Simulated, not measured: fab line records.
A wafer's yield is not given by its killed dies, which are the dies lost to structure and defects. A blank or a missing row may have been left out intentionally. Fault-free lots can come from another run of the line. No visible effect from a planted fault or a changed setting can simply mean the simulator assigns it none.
What tool caused it? | flow nand harc | 33 wafers from 11 lots sampled at 6 of the route's 1159 steps

== WHAT THE GAUGES READ, wafer by wafer ==
NHARC_P_M0_CD_MEAS_09: target cd 90 nm. Usual: cd nm reads 89.8 nm (standard deviation 0.68).
lot  | measured    | on        | cd nm (nm)     | flag
L663 | day 6 05:10 | cd sem-01 | 89.9 91.5 89.5 |
L666 | day 7 00:20 | cd sem-02 | 89.8 90.0 90.2 |
L664 | day 7 01:07 | cd sem-03 | 89.6 90.2 88.9 |
L667 | day 7 16:01 | cd sem-02 | 88.9 88.9 90.3 |
L668 | day 8 00:17 | cd sem-03 | 90.0 90.8 90.3 |
L669 | day 8 00:56 | cd sem-01 | 90.9 90.4 90.0 |
L670 | day 8 09:08 | cd sem-02 | 90.9 90.4 90.0 |
L673 | day 8 22:58 | cd sem-01 | 89.4 89.5 89.0 |
L674 | day 8 23:31 | cd sem-01 | 96.7 97.5 98.1 | OFF
L675 | day 9 17:55 | cd sem-02 | 98.9 98.0 97.8 | OFF
L677 | day 9 23:43 | cd sem-03 | 89.6 89.3 89.0 |

NHARC_P_M0_THK_MEAS_24: measures by xrf. Usual: thk nm reads 117.4 nm (standard deviation 1.7).
lot  | measured     | on            | thk nm (nm)       | flag
L663 | day 6 07:43  | film metro-01 | 118.3 118.4 118.7 |
L666 | day 7 02:54  | film metro-01 | 112.6 117.5 115.5 |
L664 | day 7 03:37  | film metro-02 | 116.4 114.1 118.5 |
L667 | day 7 18:40  | film metro-01 | 116.1 118.0 116.4 |
L668 | day 8 02:47  | film metro-02 | 115.6 113.6 117.6 |
L669 | day 8 03:27  | film metro-02 | 114.9 114.4 118.4 |
L670 | day 8 11:38  | film metro-02 | 117.8 118.2 115.6 |
L673 | day 9 02:20  | film metro-02 | 117.8 117.6 118.5 |
L674 | day 9 02:38  | film metro-02 | 118.7 122.4 119.4 |
L675 | day 9 20:25  | film metro-02 | 116.3 119.1 119.8 |
L677 | day 10 02:13 | film metro-02 | 115.8 118.2 116.6 |

NHARC_END_SORT_01. Usual: defect limited yield 95.4 %, standard deviation 1.5; killed at array 27, standard deviation 9.9; killed at other 0.6, standard deviation 0.84; killed at periphery 3.7, standard deviation 2.5; killed dies 31, standard deviation 9.9; killed open 3.0, standard deviation 1.6; killed short 1.9, standard deviation 1.2; sort_bin_2_pct 1.5 %, standard deviation 0.6; sort_bin_3_pct 0.26 %, standard deviation 0.21; sort_bin_4_pct 2.9 %, standard deviation 0.98; sort n pass 646, standard deviation 9.9; sort rim yield pct 96.3 %, standard deviation 2.4; sort yield pct 95.4 %, standard deviation 1.5.
lot  | measured     | on        | defect limited yield (%) | killed at array | killed at other | killed at periphery | killed dies | killed open | killed short | sort_bin_2_pct (%) | sort_bin_3_pct (%) | sort_bin_4_pct (%) | sort n pass | sort rim yield pct (%) | sort yield pct (%) | flag
L674 | day 22 23:26 | prober-01 | 94.8 93.6                | 30 39           | 1 0             | 4 4                 | 35 43       | 2 2         | 0 2          | 1.6 2.5            | 0.44 0.74          | 3.1 3.1            | 642 634     | 96.2 96.2              | 94.8 93.6          |

== WHICH TOOL RAN EACH LOT (tool, then ch and the chambers of the sampled wafers, then the start) ==
lot  | NHARC_P_GATE_STRIP_95               | NHARC_P_M0_PEB_07                | NHARC_P_M0_STRIP_18
L663 | plasma asher-02 ch 0,1, day 5 21:39 | litho track-04 ch 0, day 6 05:04 | rie diel-09 ch 0,2,3, day 6 05:44
L666 | plasma asher-02 ch 0,1, day 6 16:41 | litho track-06 ch 0, day 7 00:16 | rie diel-09 ch 1,2, day 7 00:56
L664 | plasma asher-02 ch 0,1, day 6 17:28 | litho track-01 ch 0, day 7 01:02 | rie diel-07 ch 0,2, day 7 01:41
L667 | plasma asher-01 ch 0,1, day 7 04:38 | litho track-01 ch 0, day 7 15:56 | rie diel-07 ch 0,2,3, day 7 16:39
L668 | plasma asher-01 ch 1, day 7 09:30   | litho track-06 ch 0, day 8 00:12 | rie diel-09 ch 0,2,3, day 8 00:50
L669 | plasma asher-02 ch 0,1, day 7 10:05 | litho track-04 ch 0, day 8 00:52 | rie diel-09 ch 0,1,2, day 8 01:33
L670 | plasma asher-02 ch 0,1, day 8 01:19 | litho track-01 ch 0, day 8 09:03 | rie diel-07 ch 0,2,3, day 8 09:44
L673 | plasma asher-01 ch 0,1, day 8 13:07 | litho track-01 ch 0, day 8 22:53 | rie diel-02 ch 0,1,2, day 8 23:32
L674 | plasma asher-02 ch 0,1, day 8 13:19 | litho track-01 ch 0, day 8 23:26 | rie diel-07 ch 0,3, day 9 00:04
L675 | plasma asher-02 ch 1, day 9 08:08   | litho track-01 ch 0, day 9 17:50 | rie diel-02 ch 1,3, day 9 18:29
L677 | plasma asher-02 ch 0,1, day 9 16:06 | litho track-06 ch 0, day 9 23:38 | rie diel-09 ch 0,1,3, day 10 00:19
- NHARC_P_GATE_STRIP_95: strips in O2.
- NHARC_P_M0_PEB_07: peb time 65 s.
- NHARC_P_M0_STRIP_18: strips in N2/H2.

== AS READ BY THE TOOLS THEMSELVES (means over the sampled wafers that have a number; for cases with no such wafer, the mark the record gives instead) ==
NHARC_P_GATE_STRIP_95. Usual: drypump motor current A 6.1 A, standard deviation 0.33; heater power w 334 W, standard deviation 31.
lot  | tool            | drypump motor current A (A) | heater power w (W) | flag
L663 | plasma asher-02 | 6.0                         | 320                |
L666 | plasma asher-02 | 6.0                         | 325                |
L664 | plasma asher-02 | 6.0                         | 319                |
L667 | plasma asher-01 | 6.2                         | 363                |
L668 | plasma asher-01 | 6.5                         | 389                |
L669 | plasma asher-02 | 6.0                         | 321                |
L670 | plasma asher-02 | 5.9                         | 309                |
L673 | plasma asher-01 | 6.3                         | 368                |
L674 | plasma asher-02 | 6.0                         | 315                |
L675 | plasma asher-02 | 6.2                         | 318                |
L677 | plasma asher-02 | 5.8                         | 308                |

NHARC_P_M0_PEB_07. Usual: exhaust pa 45.1 Pa, standard deviation 0.86; heater power total W 156.6 W, standard deviation 0.43; plate temp C 100.01 C, standard deviation 0.13.
lot  | tool           | exhaust pa (Pa) | heater power total W (W) | plate temp C (C) | flag
L663 | litho track-04 | 45.3            | 156.5                    | 99.91            |
L666 | litho track-06 | 46.0            | 156.3                    | 99.82            |
L664 | litho track-01 | 44.7            | 156.5                    | 100.11           |
L667 | litho track-01 | 45.5            | 156.6                    | 100.03           |
L668 | litho track-06 | 44.1            | 156.7                    | 100.03           |
L669 | litho track-04 | 44.6            | 156.3                    | 99.97            |
L670 | litho track-01 | 45.5            | 156.7                    | 99.95            |
L673 | litho track-01 | 45.3            | 156.5                    | 99.96            |
L674 | litho track-01 | 46.0            | 161.5                    | 102.39           | OFF
L675 | litho track-01 | 45.6            | 161.8                    | 102.42           | OFF
L677 | litho track-06 | 45.4            | 157.0                    | 100.11           |

NHARC_P_M0_STRIP_18. Usual: drypump motor current A 5.7 A (standard deviation 0.38); h2 flow sccm 150.0 sccm (standard deviation 0.5); oes product au 1.000 a.u. (standard deviation 0.011); rf fwd power W 997 W (standard deviation 3.2); rf vpp V 90.6 V (standard deviation 0.93); showerhead plenum p Torr 2.02 Torr (standard deviation 0.096); throttle valve pct 14.172 % (standard deviation 0.0094).
lot  | tool        | drypump motor current A (A) | h2 flow sccm (sccm) | oes product au (a.u.) | rf fwd power W (W) | rf vpp V (V) | showerhead plenum p Torr (Torr) | throttle valve pct (%) | flag
L663 | rie diel-09 | 5.7                         | 150.4               | 0.995                 | 1000               | 89.9         | 2.02                            | 14.171                 |
L666 | rie diel-09 | 5.6                         | 150.5               | 0.997                 | 996                | 90.5         | 2.15                            | 14.171                 |
L664 | rie diel-07 | 5.6                         | 149.8               | 1.010                 | 996                | 89.6         | 1.98                            | 14.162                 |
L667 | rie diel-07 | 5.7                         | 150.0               | 1.012                 | 993                | 90.6         | 1.96                            | 14.170                 |
L668 | rie diel-09 | 5.7                         | 150.0               | 1.005                 | 996                | 91.2         | 2.02                            | 14.167                 |
L669 | rie diel-09 | 6.0                         | 150.5               | 0.993                 | 996                | 90.8         | 2.09                            | 14.183                 |
L670 | rie diel-07 | 5.7                         | 150.2               | 1.007                 | 1000               | 90.9         | 1.95                            | 14.185                 |
L673 | rie diel-02 | 5.6                         | 149.6               | 1.000                 | 998                | 91.0         | 2.00                            | 14.167                 |
L674 | rie diel-07 | 5.7                         | 149.9               | 1.008                 | 996                | 89.9         | 1.93                            | 14.168                 |
L675 | rie diel-02 | 5.7                         | 150.0               | 0.989                 | 995                | 90.2         | 1.98                            | 14.167                 |
L677 | rie diel-09 | 6.1                         | 149.5               | 0.990                 | 1000               | 90.0         | 2.02                            | 14.180                 |

== THE ANSWER, worked out from the rows above alone ==
Rule: a lot counts as off when the mean over its wafers that have a number is more than 3 standard deviations away from the usual mean. A lot without any number at a reading at which 4 lots or more have one is off too. Any other lot the step has rows for is counted as sound. Order of review: gauges by route order, followed by the tools' own readings, for which a lot's mean as printed above is used. At the first step where some lot is off, the reading lying furthest off is the one used; lots without a number count as furthest.
Off: L674, L675 (NHARC_P_M0_CD_MEAS_09, cd nm).
If a tool, at a process step before that reading, ran all the lots that are off and no sound lot after the first of them, it fits. The gauges at NHARC_P_M0_CD_MEAS_09 aren't tried: what is off there is off at NHARC_P_M0_PEB_07 too, on other tools, and a gauge's error can't cause that. One fits: litho track-01 at NHARC_P_M0_PEB_07. A fault onset in the window from L673 (day 8 22:53, its last sound lot) to L674 (day 8 23:26, its first lot off) fits.
The tool's own readings at NHARC_P_M0_PEB_07 bear it out: on the lots that are off they differ by more than 5 times the standard deviation of the sound lots' means. heater power total W reads 161.7 W there against 156.6 W on the sound lots; plate temp C reads 102.41 C there against 99.99 C on the sound lots.

== WHAT THE SIMULATOR HAD INSERTED ==
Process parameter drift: litho track-01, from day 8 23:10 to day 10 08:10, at NHARC_P_M0_PEB_07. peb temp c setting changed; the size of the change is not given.
Struck lots among those shown: L674, L675. Same finding as the rule above.
